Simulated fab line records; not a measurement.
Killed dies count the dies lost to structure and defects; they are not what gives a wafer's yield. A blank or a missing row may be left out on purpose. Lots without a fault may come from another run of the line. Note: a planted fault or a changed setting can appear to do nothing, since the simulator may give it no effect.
Which tool did it? / flow n5-finfet / 72 wafers from 24 lots sampled at 6 of the route's 1938 steps

== WHAT THE GAUGES READ, wafer by wafer ==
N5_BEOL_M6_THK_MEAS_01. Usual: M6_ILD_THK gives 155.3 nm (standard deviation 2.2).
lot=L074; measured=day 8 16:04; on=film-metro-01; M6_ILD_THK (nm)=156.7 158.9 158.9; flag=
lot=L075; measured=day 8 22:26; on=film-metro-02; M6_ILD_THK (nm)=154.4 158.3 156.9; flag=
lot=L076; measured=day 9 05:43; on=film-metro-02; M6_ILD_THK (nm)=155.2 155.1 157.7; flag=
lot=L079; measured=day 9 14:02; on=film-metro-01; M6_ILD_THK (nm)=153.6 157.5 157.2; flag=
lot=L077; measured=day 9 17:44; on=film-metro-02; M6_ILD_THK (nm)=154.1 156.0 154.0; flag=
lot=L078; measured=day 9 19:38; on=film-metro-02; M6_ILD_THK (nm)=152.0 156.2 156.7; flag=
lot=L080; measured=day 10 06:28; on=film-metro-01; M6_ILD_THK (nm)=156.0 157.3 159.9; flag=
lot=L081; measured=day 10 16:16; on=film-metro-02; M6_ILD_THK (nm)=149.8 148.8 151.4; flag=
lot=L082; measured=day 10 23:05; on=film-metro-01; M6_ILD_THK (nm)=154.1 155.9 157.7; flag=
lot=L083; measured=day 11 07:26; on=film-metro-02; M6_ILD_THK (nm)=153.4 155.4 156.4; flag=
lot=L084; measured=day 11 18:08; on=film-metro-01; M6_ILD_THK (nm)=152.9 154.2 156.6; flag=
lot=L086; measured=day 11 19:35; on=film-metro-02; M6_ILD_THK (nm)=155.2 151.6 152.8; flag=
lot=L085; measured=day 11 23:14; on=film-metro-01; M6_ILD_THK (nm)=153.3 157.9 156.2; flag=
lot=L087; measured=day 11 22:20; on=film-metro-01; M6_ILD_THK (nm)=157.0 156.7 158.8; flag=
lot=L088; measured=day 12 01:50; on=film-metro-01; M6_ILD_THK (nm)=155.6 155.9 156.3; flag=
lot=L090; measured=day 12 16:53; on=film-metro-01; M6_ILD_THK (nm)=155.9 157.5 155.4; flag=
lot=L089; measured=day 12 23:59; on=film-metro-02; M6_ILD_THK (nm)=155.0 153.6 158.1; flag=
lot=L091; measured=day 13 03:50; on=film-metro-01; M6_ILD_THK (nm)=151.6 153.8 154.8; flag=
lot=L092; measured=day 13 05:43; on=film-metro-02; M6_ILD_THK (nm)=154.4 154.0 155.1; flag=
lot=L094; measured=day 13 14:38; on=film-metro-01; M6_ILD_THK (nm)=153.7 153.8 155.4; flag=
lot=L093; measured=day 13 14:14; on=film-metro-02; M6_ILD_THK (nm)=152.3 154.9 156.5; flag=
lot=L095; measured=day 14 05:01; on=film-metro-01; M6_ILD_THK (nm)=153.0 151.6 155.0; flag=
lot=L096; measured=day 14 07:59; on=film-metro-02; M6_ILD_THK (nm)=155.8 158.0 157.0; flag=
lot=L097; measured=day 14 13:19; on=film-metro-02; M6_ILD_THK (nm)=155.5 155.1 156.3; flag=

N5_BEOL_M6_INSPECT_13: inspects for defects (brightfield). Usual: 421 for raw-defect-count, sd 94.
lot=L074; measured=day 8 17:20; on=defect-inspect-02; raw-defect-count=325 495 516; flag=
lot=L075; measured=day 8 23:32; on=defect-inspect-01; raw-defect-count=593 543 517; flag=
lot=L076; measured=day 9 06:46; on=defect-inspect-02; raw-defect-count=568 482 408; flag=
lot=L079; measured=day 9 18:30; on=defect-inspect-01; raw-defect-count=411 551 679; flag=
lot=L077; measured=day 9 18:52; on=defect-inspect-02; raw-defect-count=408 287 376; flag=
lot=L078; measured=day 9 21:31; on=defect-inspect-01; raw-defect-count=302 409 400; flag=
lot=L080; measured=day 10 08:02; on=defect-inspect-01; raw-defect-count=367 485 388; flag=
lot=L081; measured=day 10 18:00; on=defect-inspect-02; raw-defect-count=295 409 398; flag=
lot=L082; measured=day 10 23:46; on=defect-inspect-02; raw-defect-count=517 355 346; flag=
lot=L083; measured=day 11 08:30; on=defect-inspect-01; raw-defect-count=406 342 337; flag=
lot=L084; measured=day 11 19:34; on=defect-inspect-01; raw-defect-count=339 465 351; flag=
lot=L086; measured=day 11 21:32; on=defect-inspect-02; raw-defect-count=338 429 384; flag=
lot=L085; measured=day 12 01:05; on=defect-inspect-01; raw-defect-count=467 620 500; flag=
lot=L087; measured=day 12 00:51; on=defect-inspect-02; raw-defect-count=360 448 391; flag=
lot=L088; measured=day 12 05:14; on=defect-inspect-02; raw-defect-count=441 477 605; flag=
lot=L090; measured=day 12 17:50; on=defect-inspect-01; raw-defect-count=500 627 336; flag=
lot=L089; measured=day 13 01:32; on=defect-inspect-02; raw-defect-count=327 361 388; flag=
lot=L091; measured=day 13 05:14; on=defect-inspect-02; raw-defect-count=319 339 346; flag=
lot=L092; measured=day 13 08:20; on=defect-inspect-02; raw-defect-count=352 385 272; flag=
lot=L094; measured=day 13 16:02; on=defect-inspect-02; raw-defect-count=463 389 375; flag=
lot=L093; measured=day 13 15:52; on=defect-inspect-02; raw-defect-count=429 349 399; flag=
lot=L095; measured=day 14 07:13; on=defect-inspect-01; raw-defect-count=506 360 313; flag=
lot=L096; measured=day 14 09:11; on=defect-inspect-02; raw-defect-count=282 412 256; flag=
lot=L097; measured=day 14 19:10; on=defect-inspect-02; raw-defect-count=629 468 323; flag=

== EACH LOT AND THE TOOL THAT RAN IT (in order: tool; ch and the chambers of the sampled wafers; start) ==
lot=L074; N5_BEOL_M4_ANNEAL_93=pvd-sputter-03, day 8 00:10; N5_BEOL_M4_ANNEAL_95=pvd-sputter-03, day 8 00:23; N5_BEOL_M5_ETCH_62=rie-diel-04 ch 2,3, day 8 06:16; N5_BEOL_M5_ANNEAL_82=pvd-sputter-01, day 8 11:11
lot=L075; N5_BEOL_M4_ANNEAL_93=pvd-sputter-02, day 8 03:29; N5_BEOL_M4_ANNEAL_95=pvd-sputter-02, day 8 03:43; N5_BEOL_M5_ETCH_62=rie-diel-03 ch 0,2,3, day 8 08:29; N5_BEOL_M5_ANNEAL_82=pvd-sputter-01, day 8 17:31
lot=L076; N5_BEOL_M4_ANNEAL_93=pvd-sputter-02, day 8 13:29; N5_BEOL_M4_ANNEAL_95=pvd-sputter-02, day 8 13:42; N5_BEOL_M5_ETCH_62=rie-diel-03 ch 0,2,3, day 8 19:43; N5_BEOL_M5_ANNEAL_82=pvd-sputter-01, day 9 00:18
lot=L079; N5_BEOL_M4_ANNEAL_93=pvd-sputter-02, day 8 22:25; N5_BEOL_M4_ANNEAL_95=pvd-sputter-02, day 8 22:38; N5_BEOL_M5_ETCH_62=rie-diel-04 ch 0,1,2, day 9 03:13; N5_BEOL_M5_ANNEAL_82=pvd-sputter-01, day 9 08:14
lot=L077; N5_BEOL_M4_ANNEAL_93=pvd-sputter-02, day 9 00:51; N5_BEOL_M4_ANNEAL_95=pvd-sputter-02, day 9 01:04; N5_BEOL_M5_ETCH_62=rie-diel-01 ch 0,3, day 9 06:43; N5_BEOL_M5_ANNEAL_82=pvd-sputter-02, day 9 12:49
lot=L078; N5_BEOL_M4_ANNEAL_93=pvd-sputter-02, day 9 05:14; N5_BEOL_M4_ANNEAL_95=pvd-sputter-02, day 9 05:27; N5_BEOL_M5_ETCH_62=rie-diel-03 ch 0,2,3, day 9 10:03; N5_BEOL_M5_ANNEAL_82=pvd-sputter-01, day 9 14:41
lot=L080; N5_BEOL_M4_ANNEAL_93=pvd-sputter-02, day 9 08:27; N5_BEOL_M4_ANNEAL_95=pvd-sputter-02, day 9 08:40; N5_BEOL_M5_ETCH_62=rie-diel-04 ch 0,2,3, day 9 12:37; N5_BEOL_M5_ANNEAL_82=pvd-sputter-02, day 9 20:33
lot=L081; N5_BEOL_M4_ANNEAL_93=pvd-sputter-03, day 9 23:17; N5_BEOL_M4_ANNEAL_95=pvd-sputter-03, day 9 23:31; N5_BEOL_M5_ETCH_62=rie-diel-03 ch 0,2, day 10 04:52; N5_BEOL_M5_ANNEAL_82=pvd-sputter-03, day 10 11:09
lot=L082; N5_BEOL_M4_ANNEAL_93=pvd-sputter-03, day 10 06:42; N5_BEOL_M4_ANNEAL_95=pvd-sputter-03, day 10 06:55; N5_BEOL_M5_ETCH_62=rie-diel-04 ch 0,1,3, day 10 12:06; N5_BEOL_M5_ANNEAL_82=pvd-sputter-02, day 10 18:08
lot=L083; N5_BEOL_M4_ANNEAL_93=pvd-sputter-02, day 10 16:32; N5_BEOL_M4_ANNEAL_95=pvd-sputter-02, day 10 16:45; N5_BEOL_M5_ETCH_62=rie-diel-03 ch 2,3, day 10 22:00; N5_BEOL_M5_ANNEAL_82=pvd-sputter-01, day 11 02:05
lot=L084; N5_BEOL_M4_ANNEAL_93=pvd-sputter-02, day 11 02:21; N5_BEOL_M4_ANNEAL_95=pvd-sputter-02, day 11 02:34; N5_BEOL_M5_ETCH_62=rie-diel-03 ch 0,3, day 11 06:38; N5_BEOL_M5_ANNEAL_82=pvd-sputter-03, day 11 12:50
lot=L086; N5_BEOL_M4_ANNEAL_93=pvd-sputter-03, day 11 03:43; N5_BEOL_M4_ANNEAL_95=pvd-sputter-03, day 11 03:56; N5_BEOL_M5_ETCH_62=rie-diel-04 ch 0,1,3, day 11 08:26; N5_BEOL_M5_ANNEAL_82=pvd-sputter-02, day 11 14:40
lot=L085; N5_BEOL_M4_ANNEAL_93=pvd-sputter-01, day 11 06:55; N5_BEOL_M4_ANNEAL_95=pvd-sputter-01, day 11 07:08; N5_BEOL_M5_ETCH_62=rie-diel-01 ch 0,1,2, day 11 12:10; N5_BEOL_M5_ANNEAL_82=pvd-sputter-03, day 11 18:22
lot=L087; N5_BEOL_M4_ANNEAL_93=pvd-sputter-02, day 11 07:25; N5_BEOL_M4_ANNEAL_95=pvd-sputter-02, day 11 07:38; N5_BEOL_M5_ETCH_62=rie-diel-04 ch 1,3, day 11 12:53; N5_BEOL_M5_ANNEAL_82=pvd-sputter-01, day 11 17:22
lot=L088; N5_BEOL_M4_ANNEAL_93=pvd-sputter-03, day 11 10:35; N5_BEOL_M4_ANNEAL_95=pvd-sputter-03, day 11 10:49; N5_BEOL_M5_ETCH_62=rie-diel-03 ch 2,3, day 11 15:44; N5_BEOL_M5_ANNEAL_82=pvd-sputter-02, day 11 20:58
lot=L090; N5_BEOL_M4_ANNEAL_93=pvd-sputter-01, day 12 03:05; N5_BEOL_M4_ANNEAL_95=pvd-sputter-01, day 12 03:19; N5_BEOL_M5_ETCH_62=rie-diel-04 ch 1,2,3, day 12 07:40; N5_BEOL_M5_ANNEAL_82=pvd-sputter-01, day 12 11:58
lot=L089; N5_BEOL_M4_ANNEAL_93=pvd-sputter-02, day 12 08:52; N5_BEOL_M4_ANNEAL_95=pvd-sputter-02, day 12 09:05; N5_BEOL_M5_ETCH_62=rie-diel-03 ch 0,2, day 12 15:16; N5_BEOL_M5_ANNEAL_82=pvd-sputter-03, day 12 19:07
lot=L091; N5_BEOL_M4_ANNEAL_93=pvd-sputter-03, day 12 09:52; N5_BEOL_M4_ANNEAL_95=pvd-sputter-03, day 12 10:05; N5_BEOL_M5_ETCH_62=rie-diel-01 ch 2,3, day 12 16:35; N5_BEOL_M5_ANNEAL_82=pvd-sputter-02, day 12 22:55
lot=L092; N5_BEOL_M4_ANNEAL_93=pvd-sputter-02, day 12 13:43; N5_BEOL_M4_ANNEAL_95=pvd-sputter-02, day 12 13:56; N5_BEOL_M5_ETCH_62=rie-diel-04 ch 1,3, day 12 18:07; N5_BEOL_M5_ANNEAL_82=pvd-sputter-03, day 13 00:45
lot=L094; N5_BEOL_M4_ANNEAL_93=pvd-sputter-02, day 12 21:01; N5_BEOL_M4_ANNEAL_95=pvd-sputter-02, day 12 21:14; N5_BEOL_M5_ETCH_62=rie-diel-04 ch 0,2,3, day 13 01:41; N5_BEOL_M5_ANNEAL_82=pvd-sputter-01, day 13 08:45
lot=L093; N5_BEOL_M4_ANNEAL_93=pvd-sputter-01, day 12 21:29; N5_BEOL_M4_ANNEAL_95=pvd-sputter-01, day 12 21:43; N5_BEOL_M5_ETCH_62=rie-diel-04 ch 0,1,2, day 13 02:24; N5_BEOL_M5_ANNEAL_82=pvd-sputter-02, day 13 08:39
lot=L095; N5_BEOL_M4_ANNEAL_93=pvd-sputter-01, day 13 14:46; N5_BEOL_M4_ANNEAL_95=pvd-sputter-01, day 13 14:59; N5_BEOL_M5_ETCH_62=rie-diel-01 ch 1,2,3, day 13 19:17; N5_BEOL_M5_ANNEAL_82=pvd-sputter-01, day 13 23:56
lot=L096; N5_BEOL_M4_ANNEAL_93=pvd-sputter-02, day 13 16:04; N5_BEOL_M4_ANNEAL_95=pvd-sputter-02, day 13 16:17; N5_BEOL_M5_ETCH_62=rie-diel-01 ch 0,1,2, day 13 22:18; N5_BEOL_M5_ANNEAL_82=pvd-sputter-02, day 14 03:05
lot=L097; N5_BEOL_M4_ANNEAL_93=pvd-sputter-02, day 13 22:02; N5_BEOL_M4_ANNEAL_95=pvd-sputter-02, day 13 22:15; N5_BEOL_M5_ETCH_62=rie-diel-01 ch 0,2,3, day 14 01:44; N5_BEOL_M5_ANNEAL_82=pvd-sputter-02, day 14 08:18
- N5_BEOL_M4_ANNEAL_93: time 240 s.
- N5_BEOL_M4_ANNEAL_95: time 240 s.
- N5_BEOL_M5_ETCH_62: etches SOC in N2/H2, target depth 75 nm, overetch 15 nm, time 112.5 s.
- N5_BEOL_M5_ANNEAL_82: time 1800 s.

== WHAT THE TOOLS THEMSELVES READ (means of the sampled wafers that have a number; where no wafer has one, the mark that the record gives instead) ==
N5_BEOL_M4_ANNEAL_93. Usual: 795 W for heater-power-w, sd 75.
lot=L074; tool=pvd-sputter-03; heater-power-w (W)=749; flag=
lot=L075; tool=pvd-sputter-02; heater-power-w (W)=797; flag=
lot=L076; tool=pvd-sputter-02; heater-power-w (W)=774; flag=
lot=L079; tool=pvd-sputter-02; heater-power-w (W)=830; flag=
lot=L077; tool=pvd-sputter-02; heater-power-w (W)=828; flag=
lot=L078; tool=pvd-sputter-02; heater-power-w (W)=801; flag=
lot=L080; tool=pvd-sputter-02; heater-power-w (W)=815; flag=
lot=L081; tool=pvd-sputter-03; heater-power-w (W)=804; flag=
lot=L082; tool=pvd-sputter-03; heater-power-w (W)=753; flag=
lot=L083; tool=pvd-sputter-02; heater-power-w (W)=738; flag=
lot=L084; tool=pvd-sputter-02; heater-power-w (W)=855; flag=
lot=L086; tool=pvd-sputter-03; heater-power-w (W)=732; flag=
lot=L085; tool=pvd-sputter-01; heater-power-w (W)=830; flag=
lot=L087; tool=pvd-sputter-02; heater-power-w (W)=813; flag=
lot=L088; tool=pvd-sputter-03; heater-power-w (W)=768; flag=
lot=L090; tool=pvd-sputter-01; heater-power-w (W)=803; flag=
lot=L089; tool=pvd-sputter-02; heater-power-w (W)=812; flag=
lot=L091; tool=pvd-sputter-03; heater-power-w (W)=744; flag=
lot=L092; tool=pvd-sputter-02; heater-power-w (W)=862; flag=
lot=L094; tool=pvd-sputter-02; heater-power-w (W)=777; flag=
lot=L093; tool=pvd-sputter-01; heater-power-w (W)=820; flag=
lot=L095; tool=pvd-sputter-01; heater-power-w (W)=788; flag=
lot=L096; tool=pvd-sputter-02; heater-power-w (W)=816; flag=
lot=L097; tool=pvd-sputter-02; heater-power-w (W)=778; flag=

N5_BEOL_M4_ANNEAL_95. Usual: 797 W for heater-power-w, sd 75.
lot=L074; tool=pvd-sputter-03; heater-power-w (W)=754; flag=
lot=L075; tool=pvd-sputter-02; heater-power-w (W)=777; flag=
lot=L076; tool=pvd-sputter-02; heater-power-w (W)=786; flag=
lot=L079; tool=pvd-sputter-02; heater-power-w (W)=831; flag=
lot=L077; tool=pvd-sputter-02; heater-power-w (W)=829; flag=
lot=L078; tool=pvd-sputter-02; heater-power-w (W)=812; flag=
lot=L080; tool=pvd-sputter-02; heater-power-w (W)=813; flag=
lot=L081; tool=pvd-sputter-03; heater-power-w (W)=796; flag=
lot=L082; tool=pvd-sputter-03; heater-power-w (W)=763; flag=
lot=L083; tool=pvd-sputter-02; heater-power-w (W)=741; flag=
lot=L084; tool=pvd-sputter-02; heater-power-w (W)=849; flag=
lot=L086; tool=pvd-sputter-03; heater-power-w (W)=748; flag=
lot=L085; tool=pvd-sputter-01; heater-power-w (W)=831; flag=
lot=L087; tool=pvd-sputter-02; heater-power-w (W)=814; flag=
lot=L088; tool=pvd-sputter-03; heater-power-w (W)=764; flag=
lot=L090; tool=pvd-sputter-01; heater-power-w (W)=811; flag=
lot=L089; tool=pvd-sputter-02; heater-power-w (W)=824; flag=
lot=L091; tool=pvd-sputter-03; heater-power-w (W)=753; flag=
lot=L092; tool=pvd-sputter-02; heater-power-w (W)=847; flag=
lot=L094; tool=pvd-sputter-02; heater-power-w (W)=773; flag=
lot=L093; tool=pvd-sputter-01; heater-power-w (W)=819; flag=
lot=L095; tool=pvd-sputter-01; heater-power-w (W)=782; flag=
lot=L096; tool=pvd-sputter-02; heater-power-w (W)=828; flag=
lot=L097; tool=pvd-sputter-02; heater-power-w (W)=787; flag=

N5_BEOL_M5_ETCH_62. Usual: drypump-motor-current-A 5.8 A, standard deviation 0.6; oes-product-au 0.63 a.u., standard deviation 0.074; rf-vpp-V 524.2 V, standard deviation 2.7; showerhead-plenum-p-Torr 2.55 Torr, standard deviation 0.097; throttle-valve-pct 17.77 %, standard deviation 0.21.
lot=L074; tool=rie-diel-04; drypump-motor-current-A (A)=6.6; oes-product-au (a.u.)=0.55; rf-vpp-V (V)=520.4; showerhead-plenum-p-Torr (Torr)=2.44; throttle-valve-pct (%)=17.73; flag=
lot=L075; tool=rie-diel-03; drypump-motor-current-A (A)=5.7; oes-product-au (a.u.)=0.63; rf-vpp-V (V)=524.4; showerhead-plenum-p-Torr (Torr)=2.56; throttle-valve-pct (%)=17.70; flag=
lot=L076; tool=rie-diel-03; drypump-motor-current-A (A)=5.7; oes-product-au (a.u.)=0.62; rf-vpp-V (V)=523.8; showerhead-plenum-p-Torr (Torr)=2.55; throttle-valve-pct (%)=17.71; flag=
lot=L079; tool=rie-diel-04; drypump-motor-current-A (A)=5.6; oes-product-au (a.u.)=0.64; rf-vpp-V (V)=524.3; showerhead-plenum-p-Torr (Torr)=2.58; throttle-valve-pct (%)=17.88; flag=
lot=L077; tool=rie-diel-01; drypump-motor-current-A (A)=6.1; oes-product-au (a.u.)=0.66; rf-vpp-V (V)=523.6; showerhead-plenum-p-Torr (Torr)=2.53; throttle-valve-pct (%)=17.60; flag=
lot=L078; tool=rie-diel-03; drypump-motor-current-A (A)=5.7; oes-product-au (a.u.)=0.62; rf-vpp-V (V)=523.6; showerhead-plenum-p-Torr (Torr)=2.55; throttle-valve-pct (%)=17.72; flag=
lot=L080; tool=rie-diel-04; drypump-motor-current-A (A)=6.1; oes-product-au (a.u.)=0.56; rf-vpp-V (V)=523.4; showerhead-plenum-p-Torr (Torr)=2.52; throttle-valve-pct (%)=17.91; flag=
lot=L081; tool=rie-diel-03; drypump-motor-current-A (A)=5.4; oes-product-au (a.u.)=0.57; rf-vpp-V (V)=522.9; showerhead-plenum-p-Torr (Torr)=2.49; throttle-valve-pct (%)=17.93; flag=
lot=L082; tool=rie-diel-04; drypump-motor-current-A (A)=5.9; oes-product-au (a.u.)=0.62; rf-vpp-V (V)=524.4; showerhead-plenum-p-Torr (Torr)=2.54; throttle-valve-pct (%)=17.76; flag=
lot=L083; tool=rie-diel-03; drypump-motor-current-A (A)=5.8; oes-product-au (a.u.)=0.61; rf-vpp-V (V)=525.0; showerhead-plenum-p-Torr (Torr)=2.58; throttle-valve-pct (%)=17.88; flag=
lot=L084; tool=rie-diel-03; drypump-motor-current-A (A)=5.5; oes-product-au (a.u.)=0.61; rf-vpp-V (V)=522.7; showerhead-plenum-p-Torr (Torr)=2.51; throttle-valve-pct (%)=17.61; flag=
lot=L086; tool=rie-diel-04; drypump-motor-current-A (A)=5.9; oes-product-au (a.u.)=0.61; rf-vpp-V (V)=523.9; showerhead-plenum-p-Torr (Torr)=2.54; throttle-valve-pct (%)=17.77; flag=
lot=L085; tool=rie-diel-01; drypump-motor-current-A (A)=5.7; oes-product-au (a.u.)=0.71; rf-vpp-V (V)=525.3; showerhead-plenum-p-Torr (Torr)=2.59; throttle-valve-pct (%)=17.70; flag=
lot=L087; tool=rie-diel-04; drypump-motor-current-A (A)=6.3; oes-product-au (a.u.)=0.59; rf-vpp-V (V)=521.1; showerhead-plenum-p-Torr (Torr)=2.46; throttle-valve-pct (%)=17.64; flag=
lot=L088; tool=rie-diel-03; drypump-motor-current-A (A)=5.8; oes-product-au (a.u.)=0.60; rf-vpp-V (V)=525.1; showerhead-plenum-p-Torr (Torr)=2.57; throttle-valve-pct (%)=17.88; flag=
lot=L090; tool=rie-diel-04; drypump-motor-current-A (A)=6.1; oes-product-au (a.u.)=0.67; rf-vpp-V (V)=523.2; showerhead-plenum-p-Torr (Torr)=2.49; throttle-valve-pct (%)=17.64; flag=
lot=L089; tool=rie-diel-03; drypump-motor-current-A (A)=5.4; oes-product-au (a.u.)=0.56; rf-vpp-V (V)=522.9; showerhead-plenum-p-Torr (Torr)=2.48; throttle-valve-pct (%)=17.97; flag=
lot=L091; tool=rie-diel-01; drypump-motor-current-A (A)=6.4; oes-product-au (a.u.)=0.67; rf-vpp-V (V)=521.1; showerhead-plenum-p-Torr (Torr)=2.47; throttle-valve-pct (%)=17.78; flag=
lot=L092; tool=rie-diel-04; drypump-motor-current-A (A)=5.9; oes-product-au (a.u.)=0.64; rf-vpp-V (V)=523.3; showerhead-plenum-p-Torr (Torr)=2.52; throttle-valve-pct (%)=17.64; flag=
lot=L094; tool=rie-diel-04; drypump-motor-current-A (A)=6.1; oes-product-au (a.u.)=0.62; rf-vpp-V (V)=522.8; showerhead-plenum-p-Torr (Torr)=2.51; throttle-valve-pct (%)=17.79; flag=
lot=L093; tool=rie-diel-04; drypump-motor-current-A (A)=5.6; oes-product-au (a.u.)=0.68; rf-vpp-V (V)=524.8; showerhead-plenum-p-Torr (Torr)=2.57; throttle-valve-pct (%)=17.81; flag=
lot=L095; tool=rie-diel-01; drypump-motor-current-A (A)=5.9; oes-product-au (a.u.)=0.66; rf-vpp-V (V)=522.3; showerhead-plenum-p-Torr (Torr)=2.51; throttle-valve-pct (%)=17.76; flag=
lot=L096; tool=rie-diel-01; drypump-motor-current-A (A)=5.7; oes-product-au (a.u.)=0.68; rf-vpp-V (V)=525.5; showerhead-plenum-p-Torr (Torr)=2.59; throttle-valve-pct (%)=17.73; flag=
lot=L097; tool=rie-diel-01; drypump-motor-current-A (A)=6.2; oes-product-au (a.u.)=0.65; rf-vpp-V (V)=524.2; showerhead-plenum-p-Torr (Torr)=2.54; throttle-valve-pct (%)=17.70; flag=

N5_BEOL_M5_ANNEAL_82. Usual: 791 W for heater-power-w, sd 70.
lot=L074; tool=pvd-sputter-01; heater-power-w (W)=792; flag=
lot=L075; tool=pvd-sputter-01; heater-power-w (W)=712; flag=
lot=L076; tool=pvd-sputter-01; heater-power-w (W)=786; flag=
lot=L079; tool=pvd-sputter-01; heater-power-w (W)=797; flag=
lot=L077; tool=pvd-sputter-02; heater-power-w (W)=849; flag=
lot=L078; tool=pvd-sputter-01; heater-power-w (W)=765; flag=
lot=L080; tool=pvd-sputter-02; heater-power-w (W)=779; flag=
lot=L081; tool=pvd-sputter-03; heater-power-w (W)=792; flag=
lot=L082; tool=pvd-sputter-02; heater-power-w (W)=739; flag=
lot=L083; tool=pvd-sputter-01; heater-power-w (W)=740; flag=
lot=L084; tool=pvd-sputter-03; heater-power-w (W)=735; flag=
lot=L086; tool=pvd-sputter-02; heater-power-w (W)=828; flag=
lot=L085; tool=pvd-sputter-03; heater-power-w (W)=741; flag=
lot=L087; tool=pvd-sputter-01; heater-power-w (W)=818; flag=
lot=L088; tool=pvd-sputter-02; heater-power-w (W)=843; flag=
lot=L090; tool=pvd-sputter-01; heater-power-w (W)=824; flag=
lot=L089; tool=pvd-sputter-03; heater-power-w (W)=769; flag=
lot=L091; tool=pvd-sputter-02; heater-power-w (W)=787; flag=
lot=L092; tool=pvd-sputter-03; heater-power-w (W)=729; flag=
lot=L094; tool=pvd-sputter-01; heater-power-w (W)=782; flag=
lot=L093; tool=pvd-sputter-02; heater-power-w (W)=783; flag=
lot=L095; tool=pvd-sputter-01; heater-power-w (W)=826; flag=
lot=L096; tool=pvd-sputter-02; heater-power-w (W)=783; flag=
lot=L097; tool=pvd-sputter-02; heater-power-w (W)=819; flag=

== THE ANSWER, worked out from the rows above alone ==
Rule: a lot is off if the mean of its wafers that have a number lies more than 3 standard deviations from the usual mean. Also off: a lot with no number at a reading for which 4 or more lots have one. The other lots that the step has rows for count as sound. After the gauges, taken in route order, come the tools' own readings; for these a lot's mean is taken, as printed above. The first step at which some lot is off is used, and at that step the reading that is off furthest; a lot without a number counts as furthest.
No lot is off on any of the readings shown, so nothing can be concluded from this.

== WHAT THE SIMULATOR HAD PUT IN ==
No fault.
